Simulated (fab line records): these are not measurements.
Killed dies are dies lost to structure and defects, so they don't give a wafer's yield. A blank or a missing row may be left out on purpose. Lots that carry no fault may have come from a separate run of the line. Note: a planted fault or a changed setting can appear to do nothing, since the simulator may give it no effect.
Matching of chambers | flow nand-harc | ald-metal-01 running NHARC_A_CONTACT_ALD_18: 4 sister chambers
The step deposits TiN, target thk 3 nm, pulse time 1 s, ald cycles 150. 8 wafers are shown with their chamber, then 7 later ones without.

## EACH WAFER AND ITS CHAMBER
wafer  | chamber | heater-power-w (W) | precursor-pulse-height-rel
L682.4 | 3       | 1059               | 1.003
L682.5 | 2       | 1133               | 0.980
L688.3 | 3       | 1042               | 0.990
L686.3 | 1       | 1069               | 0.982
L686.5 | 0       | 1143               | 0.982
L686.6 | 1       | 1081               | 1.016
L690.1 | 0       | 1138               | 0.978
L690.2 | 2       | 1125               | 1.011

## WAFERS WITHOUT THEIR CHAMBER
wafer  | heater-power-w (W) | precursor-pulse-height-rel
L690.3 | 1005               | 1.001
L698.2 | 1069               | 0.958
L698.5 | 1153               | 1.004
L698.6 | 1118               | 0.994
L699.1 | 1018               | 0.992
L699.3 | 1178               | 1.054
L699.5 | 1202               | 0.933

## WHICH CHAMBER EACH ONE RAN IN
wafer  | from the rows above     | in truth
L690.3 | 3                       | 3
L698.2 | can't be placed: 1 or 3 | 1
L698.5 | can't be placed: 0 or 2 | 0
L698.6 | can't be placed: 2 or 0 | 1
L699.1 | 3                       | 3
L699.3 | can't be placed: 0 or 2 | 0
L699.5 | can't be placed: 0 or 2 | 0
Placed correctly: 2 of 7. These rows do not allow placing 5 (true chamber among the candidates in 4). 0 placed wrongly.
How it was worked out, from the rows above alone: a wafer's distance from a chamber is the root of the sum, over the readings, of the square of ((its reading less the chamber's mean) divided by the reading's scatter). If the next closest chamber is less than 2 further off than the closest, the wafer can't be placed; otherwise it belongs to the closest. For every chamber, the mean is computed from those of its wafers that are shown. How the scatter is found: for the shown wafers, subtract from each reading the mean of its chamber, square and add these, divide the total by (wafers less chambers), then take the root.
